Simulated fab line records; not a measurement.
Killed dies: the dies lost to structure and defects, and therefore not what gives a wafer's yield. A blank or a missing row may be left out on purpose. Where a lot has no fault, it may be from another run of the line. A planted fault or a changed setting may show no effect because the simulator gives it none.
Matching of chambers / flow n5Finfet / 4 sister chambers for N5_HKMG_FIN_CMP_23 on cmp-01
The step polishes, stops on SiNx, t overpolish 10 s, target thk 46.326 nm. 8 wafers are shown with their chamber, then 7 later ones without.

## WAFERS WITH THEIR CHAMBER
wafer=L078.1; chamber=3; motorCurrentA (A)=11.1; timeToEndpointS (s)=17.3
wafer=L081.3; chamber=2; motorCurrentA (A)=12.1; timeToEndpointS (s)=11.9
wafer=L082.2; chamber=1; motorCurrentA (A)=11.0; timeToEndpointS (s)=9.2
wafer=L082.4; chamber=0; motorCurrentA (A)=14.1; timeToEndpointS (s)=12.0
wafer=L091.1; chamber=3; motorCurrentA (A)=11.6; timeToEndpointS (s)=15.5
wafer=L091.4; chamber=0; motorCurrentA (A)=14.2; timeToEndpointS (s)=11.4
wafer=L093.3; chamber=2; motorCurrentA (A)=11.9; timeToEndpointS (s)=15.9
wafer=L093.4; chamber=1; motorCurrentA (A)=10.6; timeToEndpointS (s)=9.8

## WAFERS WITHOUT THEIR CHAMBER
wafer=L095.2; motorCurrentA (A)=13.7; timeToEndpointS (s)=11.1
wafer=L095.4; motorCurrentA (A)=12.2; timeToEndpointS (s)=13.8
wafer=L096.2; motorCurrentA (A)=12.3; timeToEndpointS (s)=12.4
wafer=L096.3; motorCurrentA (A)=10.8; timeToEndpointS (s)=8.5
wafer=L096.4; motorCurrentA (A)=10.9; timeToEndpointS (s)=16.7
wafer=L097.1; motorCurrentA (A)=11.6; timeToEndpointS (s)=13.6
wafer=L097.4; motorCurrentA (A)=10.4; timeToEndpointS (s)=10.1

## WHICH CHAMBER EACH WENT THROUGH
wafer=L095.2; from the rows above=0; in truth=0
wafer=L095.4; from the rows above=2; in truth=2
wafer=L096.2; from the rows above=2; in truth=2
wafer=L096.3; from the rows above=1; in truth=1
wafer=L096.4; from the rows above=3; in truth=3
wafer=L097.1; from the rows above=can't be placed: 2 or 3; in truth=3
wafer=L097.4; from the rows above=1; in truth=1
6 of 7 placed correctly. From these rows, 1 cannot be placed; in 1 the true chamber is one of the candidates. Wrongly placed: 0.
How it was worked out, from the rows above alone: a wafer's distance from a chamber is the root of the sum, over the readings, of the square of ((its reading less the chamber's mean) divided by the reading's scatter). If the next closest chamber is less than 2 further off than the closest, the wafer can't be placed; otherwise it belongs to the closest. Each chamber's mean is taken over the wafers shown for it. The scatter: the root of (the sum of the squares of (reading less its chamber's mean) over the shown wafers, divided by (wafers less chambers)).
